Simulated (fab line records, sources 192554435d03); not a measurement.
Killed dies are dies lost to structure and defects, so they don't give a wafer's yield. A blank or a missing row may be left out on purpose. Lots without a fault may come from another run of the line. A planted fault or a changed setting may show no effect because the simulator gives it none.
fab line records | flow n5_finfet
record lots=9 wafers=26 last_day=18
route steps=1938 shown MOL_CONTACT_COAG@563 BEOL_M4@1111 PASSIVATION@1936
lots that met no fault: from a run of the same line without faults
start_h: hours from the record's first day to the start of the lot's first wafer shown | wait_h: hours since the lot's step before | " the same as in the row above | L1.1+2: a row that stands for several wafers | - no value, or no start given | * or withheld: withheld | < > ~ a bound
route shown NAME@n: a module of which the file shows steps, and the number in the route of the first | usual: mean/standard deviation of fault-free wafers | same: alike in all rows | chamber/n: place in a boat | sites: the reading at each site | _std_site: their standard deviation | _edge_site: outer sites' mean less inner sites' | radius_mm: how far each site lies from the wafer's centre | mask NAME#n: copy n | behind: the tool/chamber that last shaped the wafer | hold: why the lot was held/for how many hours/how that ended | device: the transistor (n, p or np) that didn't switch | end of line: the same wafers' tests at the end of the route | a step without rows: its recipe alone | killed: dies lost to structure and defects at the first sort, not the wafer's yield | map: a wafer's dies, x killed, . not, _ none there
set.NAME: the setting as run; set.NAME@STEP: as run at that earlier step | model.NAME: the simulator's own value behind a step, which no gauge read
steps of the route over a sample of lots; a table a step, a row a wafer
services: from which hour (start_h, from the record's first day; less than 0 if before it) a tool's chamber was out of use, for how many hours, and why
## steps
# step N5_MOL_CONTACT_COAG_PECVD_31
# recipe material=SiO2 target_thk_a=460 temp_c=400 precursor=TEOS/O2 pressure_torr=6.5 rf_w=withheld teos_flow_sccm=withheld gas=O2 flow_sccm=2650 time_s=8.9
# usual susceptor_temp_C=400.00/0.23
# columns lot.wafer tool chamber start_h wait_h susceptor_temp_C
L164.1 pecvd-04 0 125.94 0.3 400.21
L164.2 " 1 " " 400.46
L164.5 " 0 " " 400.00
L168.3 pecvd-03 2 146.20 0.3 400.24
L168.4 " 0 " " 400.39
L168.6 " 2 " " 399.89
L169.1 pecvd-03 0 152.39 0.3 399.70
L169.4 " 1 " " 399.75
L169.5 " 0 " " 400.08
L176.1 pecvd-04 1 193.43 0.3 400.52
L176.4 " 1 " " 400.25
L176.5 " 2 " " 399.80
L177.1 pecvd-02 2 202.49 0.3 399.92
L177.4 " 0 " " 400.04
L177.5 " 2 " " 400.53
L178.2 pecvd-04 1 203.19 0.3 400.10
L178.6 " 1 " " 400.02
L181.3 pecvd-04 1 227.98 0.3 399.97
L181.5 " 1 " " 399.94
L181.6 " 0 " " 399.75
L182.3 pecvd-03 0 230.88 0.3 399.94
L182.4 " 2 " " 400.20
L182.5 " 1 " " 400.25
L183.2 pecvd-03 0 241.65 0.3 399.91
L183.4 " 1 " " 399.45
L183.5 " 0 " " 399.99
# step N5_MOL_CONTACT_COAG_INSPECT_57
# recipe mode=adi inspect_instrument=brightfield
# usual raw_defect_count=190/48
# columns lot.wafer tool chamber start_h wait_h raw_defect_count
L164.1 defect_inspect-02 - 126.49 0.1 109
L164.2 " - " " 228
L164.5 " - " " 146
L168.3 defect_inspect-01 - 146.62 0.0 1502
L168.4 " - " " 1632
L168.6 " - " " 1607
L169.1 defect_inspect-01 - 152.94 0.1 1604
L169.4 " - " " 1593
L169.5 " - " " 1627
L176.1 defect_inspect-01 - 194.01 0.1 283
L176.4 " - " " 152
L176.5 " - " " 219
L177.1 defect_inspect-01 - 202.92 0.1 256
L177.4 " - " " 284
L177.5 " - " " 184
L178.2 defect_inspect-02 - 203.76 0.0 163
L178.6 " - " " 220
L181.3 defect_inspect-02 - 228.40 0.0 245
L181.5 " - " " 348
L181.6 " - " " 214
L182.3 defect_inspect-01 - 231.43 0.0 211
L182.4 " - " " 169
L182.5 " - " " 155
L183.2 defect_inspect-02 - 242.08 0.0 227
L183.4 " - " " 178
L183.5 " - " " 186
# step N5_MOL_CONTACT_COAG_ALD_131
# recipe material=SiO2 target_thk_a=50 temp_c=100 ald_precursor_family=BDEAS ald_co_reactant=O2-plasma pulse_time_s=1 co_reactant_pulse_time_s=1 purge_time_s=2 co_reactant_purge_time_s=2 ald_cycles=35 pressure_torr=2
# usual heater_power_w=82/7.8 precursor_pulse_height_rel=0.999/0.021 susceptor_temp_C=99.99/0.11
# same ald_cycles=35 co_reactant_pulse_time_s=1
# columns lot.wafer tool chamber start_h wait_h heater_power_w precursor_pulse_height_rel susceptor_temp_C
L164.1 ald_sin-01 3 126.77 0.1 86 1.010 99.79
L164.2 " 0 " " 72 0.993 99.69
L164.5 " 0 " " 71 1.010 99.85
L168.3 ald_sin-03 0 147.64 0.9 86 1.023 100.17
L168.4 " 3 " " 94 1.008 99.92
L168.6 " 2 " " 83 1.035 99.91
L169.1 ald_sin-01 1 153.11 0.1 66 0.992 99.91
L169.4 " 2 " " 93 1.035 99.97
L169.5 " 3 " " 85 1.043 100.16
L176.1 ald_sin-01 3 194.27 0.1 86 0.992 100.02
L176.4 " 0 " " 73 1.003 99.94
L176.5 " 3 " " 86 1.001 100.05
L177.1 ald_sin-03 2 203.24 0.1 83 1.010 99.96
L177.4 " 3 " " 94 0.991 99.99
L177.5 " 2 " " 81 0.983 99.81
L178.2 ald_sin-04 0 203.93 0.1 87 0.963 100.06
L178.6 " 2 " " 80 0.985 100.05
L181.3 ald_sin-01 3 228.87 0.3 86 0.999 99.99
L181.5 " 0 " " 71 1.019 100.15
L181.6 " 3 " " 85 1.001 99.98
L182.3 ald_sin-01 3 231.60 0.1 84 0.979 99.94
L182.4 " 2 " " 92 0.965 100.03
L182.5 " 3 " " 86 0.994 99.95
L183.2 ald_sin-04 2 243.42 0.8 79 1.000 100.02
L183.4 " 1 " " 72 0.979 100.10
L183.5 " 0 " " 89 1.019 99.96
# step N5_MOL_CONTACT_COAG_ETCHBACK_132
# recipe chemistry=CHF3 target=SiO2 target_depth_a=100 time_s=6.7 ion_energy_ev=200 pressure_mtorr=30 source_w=610 bias_w=170 Ar_flow_sccm=200 CHF3_flow_sccm=50
# usual drypump_motor_current_A=5.8/0.35 oes_product_au=0.82/0.093 rf_vpp_V=531/8.5 showerhead_plenum_p_Torr=2.42/0.061 throttle_valve_pct=18.70/0.3
# columns lot.wafer tool chamber start_h wait_h drypump_motor_current_A oes_product_au rf_hours_counter_h rf_vpp_V showerhead_plenum_p_Torr throttle_valve_pct
L164.1 rie_diel-01 0 126.97 0.1 6.0 0.90 30 523 2.51 18.48
L164.2 " 2 " " 5.9 0.72 211 533 2.46 18.84
L164.5 " 1 " " 6.1 0.71 - 539 2.34 18.88
L168.3 rie_diel-01 1 147.82 0.1 6.1 0.70 240 537 2.34 18.90
L168.4 " 3 " " 5.3 0.92 15 527 2.54 18.82
L168.6 " 2 " " 5.9 0.71 - 535 2.45 18.88
L169.1 rie_diel-02 2 153.29 0.1 6.2 0.90 37 551 2.41 18.26
L169.4 " 1 " " 5.5 0.72 197 524 2.46 19.13
L169.5 " 3 " " 5.5 0.91 - 520 2.44 18.30
L176.1 rie_diel-06 2 194.60 0.3 5.7 0.87 48 528 2.32 18.59
L176.4 " 3 " " 5.4 0.68 211 537 2.36 19.08
L176.5 " 2 " " 5.7 0.86 - 528 2.32 18.59
L177.1 rie_diel-06 0 203.42 0.1 6.2 0.89 36 531 2.32 18.79
L177.4 " 3 " " 5.4 0.68 213 536 2.36 19.07
L177.5 " 3 " " 5.4 0.68 - 536 2.36 19.08
L178.2 rie_diel-01 1 204.11 0.1 6.1 0.96 3 536 2.34 18.49
L178.6 " 1 " " 6.1 0.96 - 539 2.34 18.49
L181.3 rie_diel-06 2 229.05 0.1 5.7 0.86 59 528 2.32 18.60
L181.5 " 3 " " 5.4 0.66 - 534 2.35 19.10
L181.6 " 2 " " 5.7 0.85 - 527 2.32 18.61
L182.3 rie_diel-02 0 231.78 0.1 6.0 0.83 77 526 2.40 18.51
L182.4 " 2 " " 6.2 0.87 62 550 2.40 18.29
L182.5 " 1 " " 5.5 0.71 - 524 2.45 19.17
L183.2 rie_diel-01 0 243.60 0.1 6.0 0.83 72 523 2.49 18.55
L183.4 " 3 " " 5.3 0.84 50 526 2.52 18.89
L183.5 " 2 " " 5.9 0.68 - 535 2.44 18.91
# step N5_MOL_CONTACT_COAG_VIA_ETCH_46
# recipe chemistry=C4F6/O2 target_depth_a=460 overetch_a=92 mask_material=SOC target=SiO2 bias_w=455 pressure_mtorr=10 time_s=40 source_w=325 Ar_flow_sccm=300 C4F6_flow_sccm=10 O2_flow_sccm=10 ion_energy_ev=575.3 ends=end_point
# usual drypump_motor_current_A=5.8/0.34 oes_product_au=0.74/0.078 rf_vpp_V=1608/24 showerhead_plenum_p_Torr=2.88/0.072 throttle_valve_pct=41.0/0.33
# columns lot.wafer tool chamber start_h wait_h drypump_motor_current_A oes_product_au rf_hours_counter_h rf_vpp_V showerhead_plenum_p_Torr throttle_valve_pct
L164.1 rie_diel-01 0 127.13 0.0 6.0 0.78 30 1585 2.99 40.6
L164.2 " 2 " " 5.9 0.65 211 1618 2.93 41.0
L164.5 " 1 " " 6.0 0.63 - 1625 2.80 41.0
L168.3 rie_diel-01 1 147.98 0.0 6.1 0.62 240 1623 2.79 40.9
L168.4 " 3 " " 5.3 0.81 15 1593 3.02 41.3
L168.6 " 2 " " 5.9 0.64 - 1615 2.93 41.0
L169.1 rie_diel-02 2 153.45 0.0 6.2 0.79 37 1660 2.87 40.6
L169.4 " 1 " " 5.5 0.66 197 1586 2.95 40.9
L169.5 " 3 " " 5.5 0.84 - 1574 2.91 40.8
L176.1 rie_diel-06 2 194.76 0.0 5.7 0.76 48 1596 2.77 41.0
L176.4 " 3 " " 5.4 0.62 211 1622 2.81 41.5
L176.5 " 2 " " 5.7 0.77 - 1598 2.77 41.0
L177.1 rie_diel-06 0 203.57 0.0 6.2 0.76 36 1609 2.77 41.7
L177.4 " 3 " " 5.4 0.61 213 1622 2.81 41.5
L177.5 " 3 " " 5.4 0.60 - 1622 2.81 41.5
L178.2 rie_diel-01 1 204.26 0.0 6.0 0.85 3 1624 2.79 40.6
L178.6 " 1 " " 6.1 0.87 - 1625 2.79 40.6
L181.3 rie_diel-06 2 229.20 0.0 5.7 0.77 59 1597 2.77 41.0
L181.5 " 3 " " 5.4 0.61 - 1621 2.80 41.5
L181.6 " 2 " " 5.7 0.76 - 1596 2.77 41.0
L182.3 rie_diel-02 0 231.93 0.0 6.0 0.74 77 1598 2.87 40.5
L182.4 " 2 " " 6.2 0.77 62 1659 2.86 40.6
L182.5 " 1 " " 5.5 0.65 - 1585 2.93 41.0
L183.2 rie_diel-01 0 243.76 0.0 6.0 0.74 72 1585 2.97 40.6
L183.4 " 3 " " 5.3 0.75 50 1590 3.00 41.4
L183.5 " 2 " " 6.0 0.62 - 1616 2.91 41.0
# step N5_BEOL_M4_RC_MEAS_101
# usual DIBL_N=36.9/1.7 DIBL_P=37.3/2.3 IOFF_N=0.16/0.033 IOFF_P=0.22/0.04 ION_N=673/12 ION_P=463/8 SS_N=71.6/0.58 SS_P=73.4/0.74 VT_N=250/3.2 VT_P=-250/3.4
# columns lot.wafer tool chamber start_h wait_h DIBL_N[mV/V] DIBL_P[mV/V] IOFF_N[nA/um] IOFF_P[nA/um] ION_N[uA/um] ION_P[uA/um] SS_N[mV/dec] SS_P[mV/dec] VT_N[mV] VT_P[mV]
L164.1 prober-01 0 194.08 0.0 38.5 38.0 0.19 0.23 677 456 72.2 73.7 247 -252
L164.2 " 0 " " 35.9 34.2 0.13 0.18 656 452 71.5 72.1 252 -255
L164.5 " 0 " " 35.7 33.9 0.14 0.17 658 446 71.7 72.0 253 -257
L168.3 prober-02 0 217.30 0.3 36.2 35.5 0.13 0.18 659 453 72.0 73.3 256 -252
L168.4 " 0 " " 35.7 36.2 0.13 0.18 655 452 71.5 72.9 255 -252
L168.6 " 0 " " 37.7 37.3 0.16 0.21 664 457 72.6 72.8 252 -250
L169.1 prober-01 0 222.10 0.0 38.8 40.5 0.21 0.24 681 464 71.4 74.4 245 -252
L169.4 " 0 " " 40.4 43.5 0.25 0.30 695 458 72.5 75.2 245 -245
L169.5 " 0 " " 39.5 43.2 0.25 0.30 703 476 71.6 75.5 241 -247
L176.1 prober-02 0 267.15 0.0 36.6 36.8 0.16 0.22 674 465 72.5 73.8 251 -250
L176.4 " 0 " " 34.0 33.8 0.12 0.17 660 457 71.4 72.9 254 -254
L176.5 " 0 " " 36.0 36.7 0.16 0.21 693 469 71.6 73.8 249 -249
L178.2 prober-01 0 271.95 0.2 36.9 35.1 0.13 0.20 654 456 71.3 73.8 256 -252
L178.6 " 0 " " 35.7 34.5 0.13 0.19 661 453 71.7 73.3 252 -251
L177.1 prober-01 0 273.88 0.0 37.3 38.6 0.19 0.23 678 463 72.3 73.4 248 -248
L177.4 " 0 " " 36.8 38.4 0.18 0.25 676 463 71.2 73.5 249 -247
L177.5 " 0 " " 36.2 38.2 0.16 0.23 669 460 71.0 73.0 252 -247
L182.3 prober-02 0 307.75 0.3 38.6 39.3 0.18 0.24 673 459 71.7 73.9 252 -252
L182.4 " 0 " " 39.3 39.4 0.18 0.23 669 459 72.6 74.4 251 -253
L182.5 " 0 " " 37.7 38.0 0.14 0.21 661 453 72.0 73.8 255 -255
L181.3 prober-01 0 308.31 0.3 34.2 36.0 0.12 0.19 669 467 71.6 72.4 256 -254
L181.5 " 0 " " 39.0 41.1 0.20 0.27 677 465 72.0 73.9 246 -248
L181.6 " 0 " " 36.4 37.0 0.14 0.21 667 464 71.3 73.9 254 -248
L183.2 prober-02 0 311.07 0.2 36.1 35.9 0.13 0.19 649 447 71.3 72.5 254 -250
L183.4 " 0 " " 38.0 37.9 0.15 0.22 676 464 71.4 73.6 252 -249
L183.5 " 0 " " 37.1 36.7 0.14 0.20 662 456 70.7 73.4 252 -253
# step N5_PASSIVATION_PROBE_49
# usual defect_limited_yield=91.2/1.3 killed_at_M0_to_M3=34/10 killed_at_M4_up=13/4.6 killed_at_contacts=13/5.5 killed_at_front_end=41/12 killed_at_other=2.8/2.4 killed_dies=104/16 killed_open=67/12 killed_short=33/7.2 sort_bin_4_leakage=0.00/0.012 sort_bin_5_function=5.1/0.86 sort_bin_6_memory=3.3/0.62 sort_n_pass=1076/16 sort_yield_pct=91.2/1.3
# same gross_dies=1180 killed_at_back_side=0 sort_bin_8_speed[%]=0
# columns lot.wafer tool chamber start_h wait_h defect_limited_yield[%] killed_at_M0_to_M3 killed_at_M4_up killed_at_contacts killed_at_front_end killed_at_other killed_dies killed_open killed_short sort_bin_4_leakage[%] sort_bin_5_function[%] sort_bin_6_memory[%] sort_n_pass sort_yield_pct[%]
L168.3 prober-01 - 326.19 0.1 78.9 20 10 164 52 3 249 53 27 0 12.4 3.2 931 78.9
L168.4 prober-01 - 326.24 0.2 85.8 29 8 92 38 0 167 47 28 0 8.4 3.1 1013 85.8
L168.6 prober-01 - 326.34 0.3 79.2 28 11 176 28 3 246 51 32 0 13.2 3.9 934 79.2
L169.1 prober-02 - 338.61 0.0 84.6 43 10 94 31 4 182 60 34 0 8.9 3.6 998 84.6
L169.4 prober-02 - 338.76 0.2 77.2 43 18 179 28 1 269 73 22 0.08 13.7 4.8 910 77.1
L169.5 prober-02 - 338.81 0.2 83.1 46 14 90 46 4 200 85 34 0.08 9.3 5.0 979 83.0
L178.2 prober-02 - 368.49 0.1 90.3 45 6 11 51 2 115 63 41 0 6.0 3.4 1065 90.3
L178.6 prober-02 - 368.69 0.3 89.9 46 18 10 38 7 119 72 39 0 5.9 3.8 1061 89.9
L176.1 prober-02 - 376.28 0.0 91.1 27 21 18 39 0 105 67 26 0 4.4 3.6 1075 91.1
L176.4 prober-02 - 376.43 0.2 88.8 71 14 10 37 0 132 84 43 0 6.8 4.0 1048 88.8
L176.5 prober-02 - 376.48 0.2 91.2 35 21 12 33 3 104 63 30 0 5.3 2.9 1076 91.2
L181.3 prober-02 - 402.21 0.1 90.8 28 5 9 64 3 109 70 33 0 5.2 3.3 1071 90.8
L181.5 prober-02 - 402.31 0.2 87.9 36 19 26 59 3 143 94 39 0 7.3 3.9 1037 87.9
L181.6 prober-02 - 402.36 0.3 89.7 39 10 10 56 6 121 71 47 0 5.0 4.7 1059 89.7
L183.2 prober-02 - 407.18 0.1 90.9 49 14 4 34 6 107 71 33 0 5.3 3.6 1073 90.9
L183.4 prober-02 - 407.28 0.2 89.9 53 19 3 37 7 119 58 50 0 6.2 2.8 1061 89.9
L183.5 prober-02 - 407.33 0.2 94.6 37 3 2 21 1 64 35 29 0 2.6 2.5 1116 94.6
# killed by level:class
L168.3 MOL_CONTACT_COAG:unspecified=155 STI_FIN_REVEAL:geometric_particle:open=11 HKMG_FIN:area_etch=9 FIN_SAQP:geometric_particle:open=8 GATE_CUT:geometric_particle:short=7 MOL_CONTACT_COAG:geometric_particle:open=7 DUMMY_GATE:geometric_particle:open=4 BEOL_M0_SAQP:geometric_particle:short=4
L168.4 MOL_CONTACT_COAG:unspecified=84 GATE_CUT:geometric_particle:short=7 MOL_CONTACT_COAG:geometric_particle:open=6 BEOL_M1:geometric_particle:open=6 BEOL_M3:geometric_particle:open=5 FIN_SAQP:geometric_particle:open=4 GATE_CUT:geometric_particle:open=4 BEOL_M0_SAQP:geometric_particle:short=4
L168.6 MOL_CONTACT_COAG:unspecified=158 MOL_CONTACT_COAG:geometric_particle:open=12 BEOL_M0_SAQP:geometric_particle:short=7 GATE_CUT:geometric_particle:short=6 MOL_CONTACT_COAG:geometric_particle:short=6 GATE_CUT:geometric_particle:open=5 BEOL_M0_SAQP:geometric_particle:open=5 BEOL_M1:geometric_particle:open=4
L169.1 MOL_CONTACT_COAG:unspecified=85 BEOL_M1:geometric_particle:open=13 STI_FIN_REVEAL:geometric_particle:open=8 BEOL_M0_SAQP:geometric_particle:short=7 BEOL_M4:geometric_particle:open=7 STARTING-WAFER:geometric_particle:short=7 BEOL_M2:geometric_particle:open=6 BEOL_M0_SAQP:geometric_particle:open=5
L169.4 MOL_CONTACT_COAG:unspecified=174 BEOL_M0_SAQP:geometric_particle:open=13 BEOL_M2:geometric_particle:open=9 STI_FIN_REVEAL:geometric_particle:open=8 BEOL_M4:geometric_particle:open=8 FIN_SAQP:geometric_particle:open=6 BEOL_M3:geometric_particle:open=6 MOL_CONTACT_COAG:geometric_particle:open=5
L169.5 MOL_CONTACT_COAG:unspecified=79 BEOL_M0_SAQP:geometric_particle:open=12 STI_FIN_REVEAL:geometric_particle:open=11 BEOL_M2:geometric_particle:open=11 MOL_CONTACT_COAG:geometric_particle:open=9 FIN_SAQP:geometric_particle:short=7 FIN_SAQP:geometric_particle:open=7 BEOL_M3:geometric_particle:open=7
L178.2 BEOL_M0_SAQP:geometric_particle:open=13 BEOL_M0_SAQP:geometric_particle:short=11 MOL_CONTACT_COAG:geometric_particle:open=10 STI_FIN_REVEAL:geometric_particle:open=8 FIN_SAQP:geometric_particle:short=7 BEOL_M1:geometric_particle:open=7 GATE_CUT:geometric_particle:short=6 STARTING-WAFER:geometric_particle:open=5
L178.6 BEOL_M0_SAQP:geometric_particle:open=12 BEOL_M0_SAQP:geometric_particle:short=9 STI_FIN_REVEAL:geometric_particle:open=8 BEOL_M1:geometric_particle:open=7 BEOL_M4:geometric_particle:open=7 DUMMY_GATE:geometric_particle:open=6 MOL_CONTACT_COAG:geometric_particle:open=6 BEOL_M2:geometric_particle:open=5
L176.1 MOL_CONTACT_COAG:geometric_particle:open=16 BEOL_M0_SAQP:geometric_particle:open=8 HKMG_FIN:area_etch=8 FIN_SAQP:geometric_particle:open=7 BEOL_M0_SAQP:geometric_particle:short=7 BEOL_M5:geometric_particle:open=6 BEOL_M0:geometric_particle:open=6 STI_FIN_REVEAL:geometric_particle:open=5
L176.4 BEOL_M0_SAQP:geometric_particle:open=26 BEOL_M0_SAQP:geometric_particle:short=22 STI_FIN_REVEAL:geometric_particle:open=14 FIN_SAQP:geometric_particle:open=9 MOL_CONTACT_COAG:geometric_particle:open=9 BEOL_M2:geometric_particle:open=9 FIN_SAQP:geometric_particle:short=5 GATE_CUT:geometric_particle:short=3
L176.5 MOL_CONTACT_COAG:geometric_particle:open=10 BEOL_M0_SAQP:geometric_particle:short=10 BEOL_M0_SAQP:geometric_particle:open=10 STI_FIN_REVEAL:geometric_particle:open=8 HKMG_FIN:area_etch=7 FIN_SAQP:geometric_particle:open=6 BEOL_M1:geometric_particle:open=5 BEOL_M5:geometric_particle:open=5
L181.3 FIN_SAQP:geometric_particle:open=22 FIN_SAQP:geometric_particle:short=12 STI_FIN_REVEAL:geometric_particle:open=8 MOL_CONTACT_COAG:geometric_particle:open=7 BEOL_M0_SAQP:geometric_particle:open=6 BEOL_M0:geometric_particle:open=5 ILD0:geometric_particle:short=4 BEOL_M0_SAQP:geometric_particle:short=4
L181.5 MOL_CONTACT_COAG:geometric_particle:open=20 FIN_SAQP:geometric_particle:open=19 BEOL_M0_SAQP:geometric_particle:open=12 FIN_SAQP:geometric_particle:short=8 BEOL_M0_SAQP:geometric_particle:short=7 BEOL_M2:geometric_particle:open=7 STARTING-WAFER:geometric_particle:short=7 STI_FIN_REVEAL:geometric_particle:open=5
L181.6 FIN_SAQP:geometric_particle:short=20 FIN_SAQP:geometric_particle:open=16 BEOL_M0_SAQP:geometric_particle:short=11 BEOL_M0_SAQP:geometric_particle:open=9 STI_FIN_REVEAL:geometric_particle:open=8 MOL_CONTACT_COAG:geometric_particle:open=8 BEOL_M2:geometric_particle:open=6 ILD0:geometric_particle:open=4
L183.2 BEOL_M2:geometric_particle:open=11 BEOL_M3:geometric_particle:open=9 STI_FIN_REVEAL:geometric_particle:open=7 BEOL_M0_SAQP:geometric_particle:open=7 BEOL_M1:geometric_particle:open=6 FIN_SAQP:geometric_particle:short=5 MOL_CONTACT_COAG:geometric_particle:open=4 BEOL_M0_SAQP:geometric_particle:short=4
L183.4 BEOL_M0_SAQP:geometric_particle:short=19 FIN_SAQP:geometric_particle:short=11 BEOL_M0_SAQP:geometric_particle:open=11 BEOL_M4:geometric_particle:open=9 STI_FIN_REVEAL:geometric_particle:open=6 BEOL_M3:geometric_particle:open=5 HKMG_FIN:area_etch=5 BEOL_M1:geometric_particle:open=4
L183.5 BEOL_M0_SAQP:geometric_particle:short=12 BEOL_M0_SAQP:geometric_particle:open=9 BEOL_M2:geometric_particle:open=7 FIN_SAQP:geometric_particle:short=4 BEOL_M2:geometric_particle:short=4 FIN_SAQP:geometric_particle:open=3 STARTING-WAFER:geometric_particle:short=3 STARTING-WAFER:geometric_particle:open=3
## services
# columns tool chamber start_h hours kind
pecvd-02 - 102.66 6.0 pm
rie_diel-06 1 113.60 - clean
rie_diel-06 1 113.60 - consumable_replace:focus_ring
rie_diel-06 1 113.60 19.9 scheduled_down
rie_diel-06 1 113.60 19.9 vent_cycle
ald_sin-03 2 121.08 6.2 repair
pecvd-04 - 133.78 1.2 repair
ald_sin-01 - 144.75 4.3 pm
ald_sin-03 1 147.61 3.5 repair
ald_sin-03 - 151.62 0.4 repair
ald_sin-01 1 171.53 61.6 repair
rie_diel-02 2 171.75 5.4 repair
rie_diel-01 1 172.90 - clean
rie_diel-01 1 172.90 - consumable_replace:focus_ring
rie_diel-01 1 172.90 20.6 scheduled_down
rie_diel-01 1 172.90 20.6 vent_cycle
ald_sin-01 0 180.13 1.6 repair
rie_diel-01 - 189.34 0.3 repair
pecvd-03 - 195.49 2.4 repair
pecvd-04 2 202.38 - clean
pecvd-04 2 202.38 - consumable_replace:showerhead
rie_diel-01 2 218.92 9.9 repair
rie_diel-02 0 219.88 3.8 repair
pecvd-03 0 221.79 5.5 scheduled_down
## key
first_sign step=N5_MOL_CONTACT_COAG_INSPECT_57 reading=raw_defect_count direction=up sigmas=29 usual=190 struck=1594
effect step=N5_PASSIVATION_PROBE_49 reading=killed_at_contacts direction=up sigmas=22 usual=13 struck=132
more_kills_born_at N5_MOL_CONTACT_COAG_PECVD_31@pecvd-03=735
met_at N5_MOL_CONTACT_COAG_PECVD_31
struck_lots L168,L169
not_acting_at N5_MOL_CONTACT_COAG_ALD_131,N5_MOL_CONTACT_COAG_ETCHBACK_132,N5_MOL_CONTACT_COAG_VIA_ETCH_46
fault kind=chamber_particle_source tool=pecvd-03 chamber=- onset_h=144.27 steps=N5_MOL_CONTACT_COAG_PECVD_31 rate_per_visit_cm2=2.1591 end_h=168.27
